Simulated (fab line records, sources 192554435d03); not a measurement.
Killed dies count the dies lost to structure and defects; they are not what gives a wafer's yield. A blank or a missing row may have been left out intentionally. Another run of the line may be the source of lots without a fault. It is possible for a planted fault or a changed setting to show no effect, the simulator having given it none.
A struck lot beside a sound one	flow n5-finfet	15 out of 1938 route steps
Sound: the wafers L371.4, L371.5, L371.6. Struck: wafers L363.1, L363.5, L363.6. At the end, the cause is stated.
At each step with rows: each side's tool, then ch and its chambers, then its first start. Under that, the readings that differ: sound wafers	struck wafers	difference of the means	sigmas: that difference in standard deviations of wafers without a fault.
alike: readings whose means differ by less than 2 such deviations, and words and numbers that are the same on both sides. not compared: withheld readings, readings that some wafer has no value for, bounds like >300 that may hide the same value, and numbers for which the record gives no deviation and whose values overlap.
A row with sigmas, a row that says differs or no value, or rows on one side alone: a step with any of these is where the two part. Numbers that don't overlap but have no deviation are shown without sigmas and don't part them. Lack of a reading on every wafer of one side parts them only where that side has two or more wafers.

first, 2 steps without rows for these wafers: N5_HKMG_FIN_DESCUM_53 (chemistry O2, time 7.9 s); N5_HKMG_FIN_ETCH_54 (etches SiARC in CF4, target depth 45.5 nm, time 75.8 s).
N5_HKMG_FIN_ETCH_55: etches SOC in N2/H2, target depth 240 nm, time 300 s.
  sound on rie-diel-06 ch 1,2,3, day 9 03:20; struck on rie-diel-04 ch 2,3, day 7 00:28
  alike: drypump-motor-current-A, n2-flow-sccm, oes-product-au, rf-vpp-V, showerhead-plenum-p-Torr, throttle-valve-pct
  not compared: rf-hours-counter-h
then, 1 step without rows for these wafers: N5_HKMG_FIN_STRIP_56 (strips in N2/H2).
N5_HKMG_FIN_STRIP_57: strips in CF4.
  sound on rie-diel-06 ch 1,2,3, day 9 03:31; struck on rie-diel-04 ch 2,3, day 7 00:39
  alike: drypump-motor-current-A, oes-product-au, rf-vpp-V, showerhead-plenum-p-Torr, throttle-valve-pct
  not compared: rf-hours-counter-h
N5_HKMG_FIN_ETCH_58: etches SOC in N2/H2, target depth 215.8 nm, time 741 s.
  sound on rie-diel-06 ch 1,2,3, day 9 03:32; struck on rie-diel-04 ch 2,3, day 7 00:40
  alike: drypump-motor-current-A, n2-flow-sccm, oes-product-au, rf-vpp-V, showerhead-plenum-p-Torr, throttle-valve-pct
  not compared: rf-hours-counter-h
then, 2 steps without rows for these wafers: N5_HKMG_FIN_STRIP_93 (strips SOC in N2/H2, time 20 s); N5_HKMG_FIN_WET_ETCH_76 (etches Al2O3 in dNH4OH, stops on La2O3, target depth 2.25 nm, rinse time 30 s).
N5_HKMG_FIN_STRIP_60: strips in N2/H2, time 360 s.
  sound on plasma-asher-02 ch 0,1, day 9 04:14; struck on plasma-asher-01 ch 0,1, day 7 01:15
  alike: drypump-motor-current-A, heater-power-w, n2-flow-sccm
  not compared: rf-hours-counter-h
then, 2 steps without rows for these wafers: N5_HKMG_FIN_WET_ETCH_77 (etches La2O3 in dHCl, stops on HfO2, target depth 2 nm); N5_HKMG_FIN_WET_ETCH_78 (etches Al2O3 in dNH4OH, stops on La2O3, target depth 4.5 nm, rinse time 30 s).
N5_HKMG_FIN_ALD_79: deposits TiN, target thk 1.5 nm, pulse time 1 s, purge time 3 s.
  sound on ald-metal-02 ch 2,3, day 9 04:37; struck on ald-metal-01 ch 0,3, day 7 01:44
  alike: heater-power-w, precursor-pulse-height-rel
N5_HKMG_FIN_CVD_62: deposits a-Si from Si2H6, target thk 3 nm, time 20.8 s.
  sound on thermal-cvd-si-02 ch 0,1,2, day 9 05:02; struck on thermal-cvd-si-02 ch 0,1, day 7 02:06
  no value came back on the struck wafers for chamber-pressure-Torr (Torr), heater-power-outer-w (W), heater-power-w (W); on the sound wafers chamber-pressure-Torr (Torr) reads 1.0003 1.0031 0.9991
then, 1 step without rows for these wafers: N5_HKMG_FIN_RTA_80 (time 2 s).
-- a jump in the record: the struck wafers' starts before and after are 9 days apart (it breaks off in module HKMG_FIN and resumes in module PASSIVATION, where the first step shown is number 1936 of the route) --
N5_PASSIVATION_PROBE_49:
  sound on prober-01 at day 19 16:58; struck on prober-02 at day 16 10:04
  alike: killed_at_M0_to_M3, killed_at_M4_up, killed-at-contacts, killed-at-front-end, killed-at-other, killed-dies, killed-open, killed-short

== WHERE THEY PART ==
At N5_HKMG_FIN_CVD_62 and nowhere else, as far as this record goes. Later steps at which nothing parts them and some readings are alike: N5_PASSIVATION_PROBE_49.

WHY: what had been put in by the simulator
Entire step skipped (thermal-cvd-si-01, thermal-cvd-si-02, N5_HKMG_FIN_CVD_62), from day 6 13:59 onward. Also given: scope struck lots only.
